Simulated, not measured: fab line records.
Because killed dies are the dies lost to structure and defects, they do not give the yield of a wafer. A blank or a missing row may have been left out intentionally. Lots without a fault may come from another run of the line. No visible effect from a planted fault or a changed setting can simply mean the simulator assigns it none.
fab line records	flow n5-finfet
record lots=24	wafers=72	last-day=18
route steps=1938 shown GATE_CUT@473 MOL_CONTACT_COAG@528
lots that met no fault: taken from a fault-free run of the same line
start-h: hours from the record's first day to the start of the lot's first wafer shown	wait-h: hours elapsed since this lot's preceding step	" identical to the entry in the row above	L1.1+2: one row covering several wafers at once	- value missing, or start not given	* or withheld: withheld	< > ~ a bound
route shown NAME@n: names a module that has steps shown in the file, with the first one's number in the route	usual: mean/standard deviation of fault-free wafers	same: alike in all rows	chamber/n: place in a boat	sites: the reading at each site	_std_site: the standard deviation of these	_edge_site: mean of outer sites minus mean of inner sites	radius-mm: for every site, how far away it sits from the centre of the wafer	mask NAME#n: copy n	behind: the most recent tool/chamber to have shaped the wafer	hold: reason for holding the lot/hours on hold/outcome of the hold	device: the n, p or np transistor that did not switch	end of line: the route-end tests of the same wafers	where a step has no rows: the recipe by itself	killed: the dies lost at the first sort to structure and to defects; this is not the yield of the wafer	map: the dies of a wafer, with x for killed, . for not killed, _ for no die there
set.NAME: the setting that was run; set.NAME@STEP: the one run at that earlier step	model.NAME: the simulator's own value behind a step, which no gauge read
the route's steps for a sample of lots (tables are steps, rows are wafers)
services: a tool's chamber out of use, with start hour (start-h, from the record's first day; less than 0 if before it), hours out, and reason
## steps
# step N5_GATE_CUT_SAC_CAP_01
# recipe material=SiNx	target-thk-a=240	temp-c=400	ald-precursor-family=SiH2I2	ald-co-reactant=N2/H2-plasma	pulse-time-s=1	ald-cycles=480	purge-time-s=2	co-reactant-purge-time-s=2	pressure-torr=2
# usual heater-power-w=859/100	precursor-pulse-height-rel=1.001/0.019	susceptor-temp-C=400.03/0.22
lot.wafer	tool	chamber	start-h	wait-h	heater-power-w	precursor-pulse-height-rel	susceptor-temp-C
L074.1	ald-sin-03	3	80.50	0.1	864	0.996	399.74
L074.5	"	1	81.59	1.1	831	1.003	400.17
L074.6	"	0	"	"	1025	1.012	400.17
L075.3	ald-sin-02	1	87.81	0.0	960	0.995	400.39
L075.4	"	2	"	"	691	0.972	400.03
L075.6	"	2	88.90	1.1	688	0.977	399.75
L076.1	ald-sin-01	3	94.65	0.0	840	0.995	400.26
L076.3	"	1	"	"	881	0.989	399.85
L076.5	"	3	95.74	1.1	829	1.002	400.17
L077.1	ald-sin-02	0	98.34	0.9	796	0.997	400.28
L077.4	"	1	"	"	999	0.979	400.34
L077.5	"	0	99.43	2.0	805	0.998	400.08
L078.1	ald-sin-03	3	104.90	0.0	863	1.024	399.96
L078.3	"	0	"	"	1024	1.013	399.97
L078.5	"	3	105.99	1.1	869	0.978	400.34
L079.2	ald-sin-03	0	114.22	0.0	1040	0.988	400.30
L079.3	"	2	"	"	768	0.998	399.89
L079.6	"	2	115.31	1.1	801	1.038	400.47
L080.3	ald-sin-03	1	116.65	0.0	841	0.986	399.61
L080.5	"	1	117.74	1.1	862	1.021	400.35
L080.6	"	0	"	"	1048	0.997	399.71
L081.1	ald-sin-03	0	123.07	0.0	1022	0.986	399.82
L081.3	"	2	"	"	769	1.000	399.93
L081.6	"	2	124.15	1.1	756	1.001	399.46
L082.1	ald-sin-02	1	130.34	0.0	988	0.984	399.65
L082.4	"	3	"	"	731	1.025	399.93
L082.5	"	2	131.42	1.1	685	1.045	400.13
L083.1	ald-sin-02	3	135.50	0.2	728	0.969	399.82
L083.2	"	0	"	"	797	1.021	399.69
L083.3	"	1	"	"	997	1.002	399.75
L084.2	ald-sin-02	1	146.51	0.0	998	1.020	400.34
L084.4	"	0	147.59	1.1	806	0.969	400.27
L084.5	"	1	"	"	1017	0.971	400.27
L085.1	ald-sin-01	0	148.47	1.5	917	0.982	400.04
L085.3	"	2	"	"	832	1.002	400.19
L085.6	"	1	149.55	2.6	902	1.002	399.86
L086.1	ald-sin-02	3	156.71	0.0	732	1.011	400.08
L086.3	"	1	"	"	1004	1.042	399.65
L086.4	"	1	157.80	1.1	1015	0.985	399.68
L087.1	ald-sin-03	3	162.37	0.0	872	1.029	400.13
L087.2	"	2	"	"	782	1.004	400.40
L087.5	"	1	163.45	1.1	839	1.001	400.12
L088.3	ald-sin-02	0	163.34	0.0	806	1.001	400.03
L088.4	"	0	164.42	1.1	791	0.990	399.82
L088.5	"	3	"	"	729	0.983	399.80
L089.2	ald-sin-03	0	170.62	0.0	1033	1.032	400.37
L089.3	"	1	"	"	850	1.037	399.73
L089.5	"	0	171.71	1.1	1071	0.997	399.96
L090.2	ald-sin-03	3	178.97	0.0	870	1.022	399.84
L090.5	"	2	180.05	1.1	777	1.007	400.16
L090.6	"	3	"	"	888	0.993	400.00
L091.2	ald-sin-01	0	184.30	0.8	941	1.033	399.83
L091.5	"	2	185.39	1.9	836	1.011	399.97
L091.6	"	1	"	"	895	1.014	400.04
L092.1	ald-sin-03	2	190.22	0.9	763	0.971	400.01
L092.2	"	1	"	"	839	0.984	400.21
L092.5	"	2	191.31	2.0	780	1.007	400.16
L093.3	ald-sin-01	2	196.44	0.0	833	0.958	400.18
L093.4	"	0	"	"	927	1.005	400.19
L093.6	"	2	197.53	1.1	852	0.972	399.89
L094.3	ald-sin-03	3	204.39	0.2	841	1.024	400.14
L094.4	"	1	"	"	852	0.989	400.47
L094.5	"	1	205.47	1.3	874	0.974	399.77
L095.1	ald-sin-03	0	209.40	0.0	1048	1.006	400.29
L095.4	"	2	"	"	781	0.997	400.19
L095.6	"	1	210.49	1.1	853	1.008	399.99
L096.2	ald-sin-01	3	214.11	1.3	851	0.974	400.06
L096.3	"	1	"	"	883	1.002	400.11
L096.4	"	2	"	"	829	0.998	399.89
L097.1	ald-sin-02	3	223.55	0.0	756	1.008	399.93
L097.3	"	2	"	"	709	0.998	400.05
L097.6	"	0	224.63	1.1	850	0.990	400.36
# step N5_GATE_CUT_HM_DEP_46
# recipe material=SiO2	target-thk-a=1300	temp-c=400	precursor=TEOS/O2	pressure-torr=6.5	rf-w=900	teos-flow-sccm=161.4	gas=O2	flow-sccm=2650	time-s=26.6
# usual heater-power-w=510/80	showerhead-plenum-p-Torr=8.339/0.029	susceptor-temp-C=400.00/0.2	throttle-valve-pct=18.7/1.3
# same time-s=26.6
lot.wafer	tool	chamber	start-h	wait-h	heater-power-w	showerhead-plenum-p-Torr	susceptor-temp-C	throttle-valve-pct
L074.1	pecvd-02	0	83.10	0.0	654	8.322	400.04	19.8
L074.5	"	0	"	"	687	8.338	399.78	19.8
L074.6	"	2	"	"	555	8.344	400.18	17.5
L075.3	pecvd-04	1	90.41	0.0	426	8.339	399.94	19.0
L075.4	"	0	"	"	423	8.295	400.16	20.0
L075.6	"	2	"	"	498	8.333	399.87	19.4
L076.1	pecvd-01	2	97.25	0.0	552	8.377	399.93	16.3
L076.3	"	2	"	"	560	8.356	399.95	16.6
L076.5	"	2	"	"	560	8.355	400.18	16.5
L077.1	pecvd-04	2	100.94	0.0	504	8.334	400.19	19.6
L077.4	"	0	"	"	395	8.281	400.16	19.7
L077.5	"	2	"	"	506	8.344	399.93	19.3
L078.1	pecvd-01	1	107.50	0.0	382	8.383	399.90	19.8
L078.3	"	2	"	"	496	8.410	400.10	16.2
L078.5	"	2	"	"	504	8.333	400.32	16.5
L079.2	pecvd-01	2	116.82	0.0	579	8.380	399.86	16.4
L079.3	"	0	"	"	490	8.298	400.51	17.6
L079.6	"	0	"	"	502	8.305	400.30	17.3
L080.3	pecvd-04	1	119.29	0.1	357	8.354	399.95	18.7
L080.5	"	1	"	"	356	8.343	399.70	18.8
L080.6	"	0	"	"	480	8.289	399.95	19.9
L081.1	pecvd-01	0	125.69	0.0	548	8.320	399.85	17.6
L081.3	"	1	"	"	475	8.390	399.97	20.2
L081.6	"	0	"	"	568	8.304	399.96	17.5
L082.1	pecvd-01	2	132.93	0.0	517	8.378	400.34	16.6
L082.4	"	2	"	"	530	8.366	399.71	16.6
L082.5	"	1	"	"	375	8.370	399.68	20.0
L083.1	pecvd-04	2	138.10	0.0	461	8.336	399.96	19.7
L083.2	"	0	"	"	514	8.318	399.83	19.7
L083.3	"	1	"	"	457	8.355	400.15	18.7
L084.2	pecvd-02	1	149.11	0.0	580	8.330	400.12	19.6
L084.4	"	2	"	"	537	8.365	400.08	17.5
L084.5	"	0	"	"	666	8.322	399.95	19.6
L085.1	pecvd-02	2	151.07	0.0	449	8.347	400.07	17.6
L085.3	"	1	"	"	594	8.306	400.23	19.7
L085.6	"	2	"	"	466	8.345	400.27	17.4
L086.1	pecvd-02	2	159.31	0.0	461	8.363	399.91	17.7
L086.3	"	0	"	"	678	8.352	400.00	19.8
L086.4	"	0	"	"	674	8.317	400.13	19.9
L087.1	pecvd-04	2	164.97	0.0	484	8.346	400.03	19.4
L087.2	"	0	"	"	495	8.286	399.89	20.4
L087.5	"	1	"	"	462	8.341	399.89	18.7
L088.3	pecvd-01	1	165.94	0.0	483	8.361	400.15	20.2
L088.4	"	0	"	"	473	8.303	399.53	17.6
L088.5	"	1	"	"	477	8.378	400.45	20.2
L089.2	pecvd-01	1	173.22	0.0	482	8.380	400.16	19.8
L089.3	"	2	"	"	570	8.391	400.17	16.4
L089.5	"	1	"	"	372	8.372	399.63	19.8
L090.2	pecvd-02	2	181.59	0.1	440	8.357	399.72	17.6
L090.5	"	2	"	"	445	8.353	399.70	17.7
L090.6	"	0	"	"	531	8.346	399.85	19.8
L091.2	pecvd-02	1	186.90	0.0	478	8.306	399.83	19.7
L091.5	"	2	"	"	514	8.340	399.86	17.8
L091.6	"	1	"	"	483	8.313	399.82	19.8
L092.1	pecvd-02	2	192.82	0.0	508	8.354	399.57	17.4
L092.2	"	1	"	"	481	8.317	400.08	19.5
L092.5	"	0	"	"	516	8.331	400.01	19.4
L093.3	pecvd-01	0	199.04	0.0	544	8.301	400.17	17.7
L093.4	"	1	"	"	425	8.377	399.94	20.1
L093.6	"	0	"	"	545	8.305	400.09	17.8
L094.3	pecvd-02	0	206.99	0.0	622	8.303	400.02	20.0
L094.4	"	1	"	"	477	8.322	400.13	19.7
L094.5	"	2	"	"	545	8.328	400.08	17.4
L095.1	pecvd-04	0	212.02	0.0	514	8.270	399.66	20.4
L095.4	"	0	"	"	514	8.301	399.91	20.4
L095.6	"	1	"	"	382	8.358	399.97	19.1
L096.2	pecvd-02	0	216.72	0.0	656	8.347	399.69	19.6
L096.3	"	2	"	"	530	8.352	400.01	17.6
L096.4	"	1	"	"	464	8.306	400.10	19.6
L097.1	pecvd-02	1	226.17	0.0	493	8.293	400.11	19.4
L097.3	"	0	"	"	630	8.328	399.88	19.7
L097.6	"	0	"	"	649	8.320	399.99	19.7
# step N5_GATE_CUT_ETCH_36
# recipe chemistry=CF4	target=SiARC	target-depth-a=130	mask-material=CAR-EUV	time-s=21.7	ion-energy-ev=80	pressure-mtorr=40	source-w=545	bias-w=36	Ar_flow_sccm=100	cf4-flow-sccm=100	ends=cleared
# usual drypump-motor-current-A=5.5/0.41	etch-rf-on-time-s=22.0/0.67	oes-product-au=0.67/0.084	rf-vpp-V=184.1/1.2	showerhead-plenum-p-Torr=2.15/0.065	throttle-valve-pct=15.69/0.23
lot.wafer	tool	chamber	start-h	wait-h	drypump-motor-current-A	etch-rf-on-time-s	oes-product-au	rf-hours-counter-h	rf-vpp-V	showerhead-plenum-p-Torr	throttle-valve-pct
L074.1	rie-diel-02	1	83.76	0.0	6.0	22.1	0.62	168	185.3	2.14	15.76
L074.5	"	1	"	"	6.0	22.1	0.62	-	183.9	2.14	15.76
L074.6	"	0	"	"	4.8	22.5	0.60	-	182.6	2.15	15.97
L075.3	rie-diel-06	1	91.10	0.0	5.4	21.2	0.76	38	183.3	2.10	15.73
L075.4	"	3	"	"	5.2	22.2	0.77	18	185.7	2.27	15.27
L075.6	"	1	"	"	5.4	21.1	0.77	-	184.4	2.10	15.73
L076.1	rie-diel-04	2	97.91	0.0	5.7	22.5	0.63	140	182.9	2.06	15.58
L076.3	"	1	"	"	5.0	23.3	0.59	202	184.7	2.11	15.80
L076.5	"	1	"	"	5.0	23.5	0.59	-	183.8	2.11	15.81
L077.1	rie-diel-06	3	101.45	0.0	5.2	22.2	0.76	21	184.2	2.27	15.27
L077.4	"	1	"	"	5.4	21.2	0.75	41	182.5	2.10	15.74
L077.5	"	0	"	"	5.6	21.3	0.65	-	183.7	2.24	15.61
L078.1	rie-diel-02	2	108.14	0.0	5.8	21.2	0.59	254	184.6	2.11	15.64
L078.3	"	1	"	"	6.0	21.7	0.62	177	184.7	2.14	15.77
L078.5	"	2	"	"	5.8	21.0	0.60	-	184.2	2.11	15.64
L079.2	rie-diel-02	3	117.47	0.0	5.7	21.6	0.78	22	186.5	2.26	15.68
L079.3	"	0	"	"	4.8	22.5	0.59	214	183.0	2.14	15.99
L079.6	"	1	"	"	6.0	22.1	0.62	-	184.0	2.14	15.79
L080.3	rie-diel-04	3	119.93	0.0	5.4	21.2	0.64	179	185.8	2.23	15.76
L080.5	"	2	"	"	5.7	22.1	0.63	-	183.2	2.06	15.59
L080.6	"	3	"	"	5.4	21.2	0.63	-	184.7	2.23	15.74
L081.1	rie-diel-02	1	126.22	0.0	6.0	21.7	0.61	184	183.4	2.13	15.79
L081.3	"	3	"	"	5.7	21.3	0.79	25	186.2	2.26	15.69
L081.6	"	3	"	"	5.7	21.5	0.79	-	184.1	2.26	15.72
L082.1	rie-diel-04	1	133.59	0.0	5.0	23.2	0.58	212	184.3	2.11	15.83
L082.4	"	0	"	"	5.6	22.9	0.73	39	183.2	2.11	15.49
L082.5	"	2	"	"	5.7	22.4	0.62	-	183.1	2.06	15.60
L083.1	rie-diel-02	0	138.79	0.0	4.8	22.5	0.60	222	183.2	2.14	16.01
L083.2	"	2	"	"	5.8	21.0	0.86	1	183.9	2.11	15.15
L083.3	"	1	"	"	6.0	21.8	0.62	189	183.2	2.13	15.80
L084.2	rie-diel-02	2	149.66	0.0	5.8	20.8	0.86	4	184.2	2.11	15.15
L084.4	"	0	"	"	4.7	22.4	0.59	226	183.2	2.14	16.02
L084.5	"	2	"	"	5.8	21.0	0.85	-	183.8	2.11	15.14
L085.1	rie-diel-04	2	151.58	0.0	5.7	22.2	0.62	155	183.5	2.06	15.60
L085.3	"	0	"	"	5.6	22.5	0.74	44	182.3	2.11	15.50
L085.6	"	3	"	"	5.4	21.4	0.62	-	186.1	2.22	15.76
L086.1	rie-diel-02	1	159.95	0.0	6.0	21.9	0.60	195	183.5	2.13	15.79
L086.3	"	0	"	"	4.8	22.5	0.58	228	184.4	2.14	16.02
L086.4	"	3	"	"	5.7	21.1	0.77	33	186.2	2.26	15.72
L087.1	rie-diel-02	1	165.73	0.0	6.0	21.9	0.61	197	184.3	2.13	15.81
L087.2	"	0	"	"	4.8	22.3	0.59	230	183.7	2.14	16.02
L087.5	"	0	"	"	4.8	22.3	0.59	-	185.0	2.14	16.01
L088.3	rie-diel-06	1	166.45	0.0	5.4	21.2	0.74	58	184.5	2.10	15.76
L088.4	"	0	"	"	5.5	21.4	0.64	152	185.6	2.23	15.64
L088.5	"	3	"	"	5.2	22.2	0.72	-	185.7	2.26	15.30
L089.2	rie-diel-04	1	173.88	0.0	5.0	23.1	0.58	224	183.1	2.11	15.86
L089.3	"	2	"	"	5.7	22.2	0.62	162	183.6	2.06	15.61
L089.5	"	3	"	"	5.4	21.4	0.62	-	184.4	2.22	15.78
L090.2	rie-diel-04	2	182.11	0.0	5.7	22.1	0.62	164	182.6	2.06	15.63
L090.5	"	0	"	"	5.6	22.5	0.72	-	184.3	2.11	15.53
L090.6	"	3	"	"	5.4	21.4	0.62	-	184.5	2.22	15.80
L091.2	rie-diel-04	2	187.98	0.0	5.7	21.9	0.61	166	181.1	2.05	15.64
L091.5	"	1	"	"	5.0	23.3	0.57	-	183.2	2.10	15.85
L091.6	"	2	"	"	5.7	22.0	0.62	-	184.0	2.05	15.63
L092.1	rie-diel-04	0	193.46	0.0	5.6	22.2	0.72	57	182.2	2.11	15.51
L092.2	"	3	"	"	5.4	21.4	0.62	200	185.3	2.22	15.81
L092.5	"	2	"	"	5.8	22.0	0.62	-	182.4	2.05	15.65
L093.3	rie-diel-04	0	199.84	0.0	5.6	22.3	0.72	59	183.4	2.11	15.52
L093.4	"	2	"	"	5.7	22.1	0.61	170	183.4	2.05	15.62
L093.6	"	2	"	"	5.7	22.0	0.62	-	183.3	2.05	15.63
L094.3	rie-diel-02	2	207.63	0.0	5.8	21.0	0.80	19	184.0	2.10	15.18
L094.4	"	0	"	"	4.7	22.5	0.58	242	182.5	2.14	16.04
L094.5	"	3	"	"	5.7	21.5	0.75	-	185.8	2.25	15.74
L095.1	rie-diel-02	3	212.74	0.0	5.7	21.7	0.75	48	185.9	2.25	15.73
L095.4	"	0	"	"	4.8	22.5	0.58	243	182.2	2.13	16.04
L095.6	"	3	"	"	5.7	21.5	0.75	-	184.6	2.25	15.75
L096.2	rie-diel-02	3	217.24	0.0	5.7	21.3	0.75	50	184.4	2.25	15.76
L096.3	"	1	"	"	6.0	22.0	0.60	214	183.9	2.12	15.84
L096.4	"	2	"	"	5.8	21.0	0.80	23	182.7	2.10	15.19
L097.1	rie-diel-02	2	226.68	0.0	5.8	20.9	0.80	25	182.5	2.10	15.19
L097.3	"	1	"	"	6.0	22.3	0.59	215	184.1	2.12	15.83
L097.6	"	0	"	"	4.8	22.5	0.58	-	184.8	2.13	16.07
# step N5_MOL_CONTACT_COAG_INSPECT_10
# recipe mode=adi	inspect-instrument=brightfield
# usual raw-defect-count=75/27
lot.wafer	tool	chamber	start-h	wait-h	raw-defect-count
L074.1	defect-inspect-02	-	87.58	0.1	98
L074.5	"	-	"	"	73
L074.6	"	-	"	"	71
L075.3	defect-inspect-02	-	95.06	0.0	49
L075.4	"	-	"	"	76
L075.6	"	-	"	"	86
L076.1	defect-inspect-01	-	103.12	0.1	96
L076.3	"	-	"	"	177
L076.5	"	-	"	"	69
L077.1	defect-inspect-01	-	105.34	0.1	75
L077.4	"	-	"	"	96
L077.5	"	-	"	"	73
L078.1	defect-inspect-02	-	111.83	0.1	117
L078.3	"	-	"	"	73
L078.5	"	-	"	"	56
L079.2	defect-inspect-02	-	121.51	0.0	77
L079.3	"	-	"	"	61
L079.6	"	-	"	"	91
L080.3	defect-inspect-02	-	123.76	0.0	95
L080.5	"	-	"	"	61
L080.6	"	-	"	"	89
L081.1	defect-inspect-01	-	130.07	0.1	71
L081.3	"	-	"	"	73
L081.6	"	-	"	"	67
L082.1	defect-inspect-02	-	137.33	0.1	70
L082.4	"	-	"	"	84
L082.5	"	-	"	"	62
L083.1	defect-inspect-01	-	142.49	0.1	35
L083.2	"	-	"	"	92
L083.3	"	-	"	"	53
L084.2	defect-inspect-01	-	153.95	0.0	69
L084.4	"	-	"	"	76
L084.5	"	-	"	"	75
L085.1	defect-inspect-02	-	155.29	0.1	45
L085.3	"	-	"	"	67
L085.6	"	-	"	"	32
L086.1	defect-inspect-02	-	163.77	0.1	30
L086.3	"	-	"	"	40
L086.4	"	-	"	"	45
L087.1	defect-inspect-02	-	169.45	0.1	39
L087.2	"	-	"	"	60
L087.5	"	-	"	"	105
L088.3	defect-inspect-01	-	170.55	0.0	61
L088.4	"	-	"	"	48
L088.5	"	-	"	"	65
L089.2	defect-inspect-02	-	177.74	0.0	61
L089.3	"	-	"	"	89
L089.5	"	-	"	"	61
L090.2	defect-inspect-02	-	185.81	0.0	55
L090.5	"	-	"	"	93
L090.6	"	-	"	"	83
L091.2	defect-inspect-01	-	191.80	0.0	101
L091.5	"	-	"	"	80
L091.6	"	-	"	"	104
L092.1	defect-inspect-02	-	197.15	0.1	83
L092.2	"	-	"	"	130
L092.5	"	-	"	"	156
L093.3	defect-inspect-02	-	203.54	0.0	55
L093.4	"	-	"	"	56
L093.6	"	-	"	"	89
L094.3	defect-inspect-01	-	211.52	0.0	48
L094.4	"	-	"	"	73
L094.5	"	-	"	"	94
L095.1	defect-inspect-01	-	217.84	0.1	67
L095.4	"	-	"	"	113
L095.6	"	-	"	"	53
L096.2	defect-inspect-01	-	221.06	0.0	34
L096.3	"	-	"	"	30
L096.4	"	-	"	"	49
L097.1	defect-inspect-01	-	230.63	0.1	68
L097.3	"	-	"	"	49
L097.6	"	-	"	"	74
# step N5_MOL_CONTACT_COAG_PRE_CLEAN_142
# recipe gas=H2/He	time-s=60	temp-c=300
# usual heater-power-w=455/45	susceptor-temp-C=300.01/0.2
# same time-s=60
lot.wafer	tool	chamber	start-h	wait-h	heater-power-w	susceptor-temp-C
L074.1	pvd-sputter-02	-	92.72	1.7	488	300.09
L074.5	"	-	"	"	473	300.31
L074.6	"	-	"	"	499	299.97
L075.3	pvd-sputter-03	-	100.62	0.5	403	299.67
L075.4	"	-	"	"	452	299.98
L075.6	"	-	"	"	515	300.05
L076.1	pvd-sputter-01	-	109.95	4.1	417	299.94
L076.3	"	-	"	"	507	300.08
L076.5	"	-	"	"	414	300.05
L077.1	pvd-sputter-02	-	114.34	2.8	384	300.30
L077.4	"	-	"	"	477	300.05
L077.5	"	-	"	"	454	300.20
L078.1	pvd-sputter-03	-	118.57	2.4	439	299.99
L078.3	"	-	"	"	524	300.39
L078.5	"	-	"	"	404	300.06
L079.2	pvd-sputter-01	-	126.75	1.8	414	299.81
L079.3	"	-	"	"	514	300.14
L079.6	"	-	"	"	409	299.97
L080.3	pvd-sputter-01	-	130.66	1.7	407	300.28
L080.5	"	-	"	"	502	300.34
L080.6	"	-	"	"	411	300.20
L081.1	pvd-sputter-02	-	136.46	3.7	468	300.18
L081.3	"	-	"	"	501	299.32
L081.6	"	-	"	"	467	300.03
L082.1	pvd-sputter-01	-	144.17	3.9	451	299.90
L082.4	"	-	"	"	424	299.84
L082.5	"	-	"	"	448	299.85
L083.1	pvd-sputter-01	-	146.94	0.8	462	300.23
L083.2	"	-	"	"	503	300.18
L083.3	"	-	"	"	492	300.14
L084.2	pvd-sputter-03	-	162.08	3.5	522	300.23
L084.4	"	-	"	"	391	299.67
L084.5	"	-	"	"	534	300.31
L085.1	pvd-sputter-02	-	162.10	3.3	447	300.29
L085.3	"	-	"	"	388	300.03
L085.6	"	-	"	"	471	300.18
L086.1	pvd-sputter-03	-	169.39	2.1	528	300.14
L086.3	"	-	"	"	388	300.24
L086.4	"	-	"	"	407	299.88
L087.1	pvd-sputter-02	-	175.08	1.6	458	300.00
L087.2	"	-	"	"	510	300.00
L087.5	"	-	"	"	379	300.05
L088.3	pvd-sputter-03	-	178.95	3.0	402	299.85
L088.4	"	-	"	"	381	299.95
L088.5	"	-	"	"	389	299.84
L089.2	pvd-sputter-03	-	183.47	1.9	395	299.90
L089.3	"	-	"	"	417	300.02
L089.5	"	-	"	"	406	299.93
L090.2	pvd-sputter-02	-	191.51	1.5	451	299.97
L090.5	"	-	"	"	468	299.86
L090.6	"	-	"	"	506	299.79
L091.2	pvd-sputter-03	-	200.13	4.7	395	299.36
L091.5	"	-	"	"	445	300.22
L091.6	"	-	"	"	524	300.11
L092.1	pvd-sputter-02	-	203.10	1.1	384	300.08
L092.2	"	-	"	"	467	299.89
L092.5	"	-	"	"	374	300.22
L093.3	pvd-sputter-02	-	211.42	2.4	385	300.08
L093.4	"	-	"	"	501	300.35
L093.6	"	-	"	"	464	299.83
L094.3	pvd-sputter-02	-	216.56	1.5	454	300.58
L094.4	"	-	"	"	468	299.99
L094.5	"	-	"	"	491	300.07
L095.1	pvd-sputter-01	-	223.63	1.7	467	299.89
L095.4	"	-	"	"	508	300.03
L095.6	"	-	"	"	407	299.96
L096.2	pvd-sputter-01	-	227.65	2.8	454	300.07
L096.3	"	-	"	"	483	300.09
L096.4	"	-	"	"	421	299.97
L097.1	pvd-sputter-02	-	236.72	1.1	454	299.81
L097.3	"	-	"	"	376	300.02
L097.6	"	-	"	"	489	299.74
# step N5_MOL_CONTACT_COAG_THK_MEAS_29
# recipe reads=SiNx_of_GATE_CUT_PECVD_57+SiNx_of_GATE_CUT_SAC_CAP_01
# usual MD_CAP_THK=17.90/0.097
lot.wafer	tool	chamber	start-h	wait-h	MD_CAP_THK[nm]
L074.1	film-metro-01	-	95.64	-	17.90
L074.5	"	-	"	"	17.97
L074.6	"	-	"	"	18.10
L075.3	film-metro-01	-	103.64	-	17.80
L075.4	"	-	"	"	17.91
L075.6	"	-	"	"	18.00
L076.1	film-metro-02	-	112.91	-	17.88
L076.3	"	-	"	"	17.92
L076.5	"	-	"	"	17.92
L077.1	film-metro-02	-	117.26	-	17.99
L077.4	"	-	"	"	17.79
L077.5	"	-	"	"	17.96
L078.1	film-metro-01	-	121.60	-	17.95
L078.3	"	-	"	"	17.90
L078.5	"	-	"	"	17.81
L079.2	film-metro-02	-	129.68	-	17.97
L079.3	"	-	"	"	17.89
L079.6	"	-	"	"	17.91
L080.3	film-metro-01	-	133.59	-	17.83
L080.5	"	-	"	"	17.84
L080.6	"	-	"	"	18.05
L081.1	film-metro-02	-	139.38	-	17.97
L081.3	"	-	"	"	17.88
L081.6	"	-	"	"	18.03
L082.1	film-metro-02	-	147.62	-	17.79
L082.4	"	-	"	"	17.70
L082.5	"	-	"	"	17.89
L083.1	film-metro-02	-	150.85	-	17.80
L083.2	"	-	"	"	17.97
L083.3	"	-	"	"	17.69
L084.2	film-metro-01	-	165.01	-	17.83
L084.4	"	-	"	"	17.94
L084.5	"	-	"	"	17.85
L085.1	film-metro-01	-	165.14	-	17.77
L085.3	"	-	"	"	17.82
L085.6	"	-	"	"	17.95
L086.1	film-metro-01	-	172.53	-	17.78
L086.3	"	-	"	"	17.82
L086.4	"	-	"	"	17.80
L087.1	film-metro-01	-	178.01	-	17.79
L087.2	"	-	"	"	17.89
L087.5	"	-	"	"	17.90
L088.3	film-metro-01	-	181.89	-	18.02
L088.4	"	-	"	"	17.91
L088.5	"	-	"	"	17.91
L089.2	film-metro-02	-	186.44	-	17.90
L089.3	"	-	"	"	17.90
L089.5	"	-	"	"	18.00
L090.2	film-metro-01	-	195.67	-	18.01
L090.5	"	-	"	"	17.93
L090.6	"	-	"	"	17.98
L091.2	film-metro-02	-	203.23	-	17.92
L091.5	"	-	"	"	17.90
L091.6	"	-	"	"	18.09
L092.1	film-metro-01	-	206.02	-	17.85
L092.2	"	-	"	"	17.85
L092.5	"	-	"	"	17.91
L093.3	film-metro-02	-	214.34	-	17.80
L093.4	"	-	"	"	17.84
L093.6	"	-	"	"	17.88
L094.3	film-metro-02	-	219.77	-	17.83
L094.4	"	-	"	"	17.87
L094.5	"	-	"	"	17.82
L095.1	film-metro-01	-	226.57	0.2	18.09
L095.4	"	-	"	"	18.07
L095.6	"	-	"	"	18.03
L096.2	film-metro-02	-	230.64	-	17.90
L096.3	"	-	"	"	18.07
L096.4	"	-	"	"	17.82
L097.1	film-metro-02	-	239.74	-	17.93
L097.3	"	-	"	"	18.04
L097.6	"	-	"	"	18.01
## services
tool	chamber	start-h	hours	kind
ald-sin-03	-	86.14	14.0	pm
pecvd-01	1	91.21	11.6	repair
rie-diel-02	3	98.29	13.9	repair
rie-diel-02	-	99.37	0.4	repair
rie-diel-02	2	112.20	-	clean
rie-diel-02	2	112.20	-	consumable-replace:focus-ring
rie-diel-04	-	115.63	0.3	repair
pecvd-02	2	118.84	6.7	repair
pvd-sputter-01	-	133.40	2.5	repair
ald-sin-02	2	140.54	34.7	repair
ald-sin-03	-	142.68	6.1	pm
pecvd-01	0	168.30	5.9	repair
ald-sin-01	3	170.45	13.0	repair
rie-diel-06	3	176.37	19.3	repair
pecvd-02	0	182.67	2.3	repair
pecvd-02	-	184.08	0.6	repair
ald-sin-02	-	187.18	6.0	pm
ald-sin-01	2	205.75	6.1	repair
ald-sin-03	2	218.60	4.8	repair
ald-sin-01	1	221.23	11.0	repair
rie-diel-04	0	222.79	11.3	repair
rie-diel-04	2	228.08	2.4	repair
ald-sin-02	-	234.64	0.5	repair
ald-sin-03	3	236.10	12.8	repair
## key
fault none
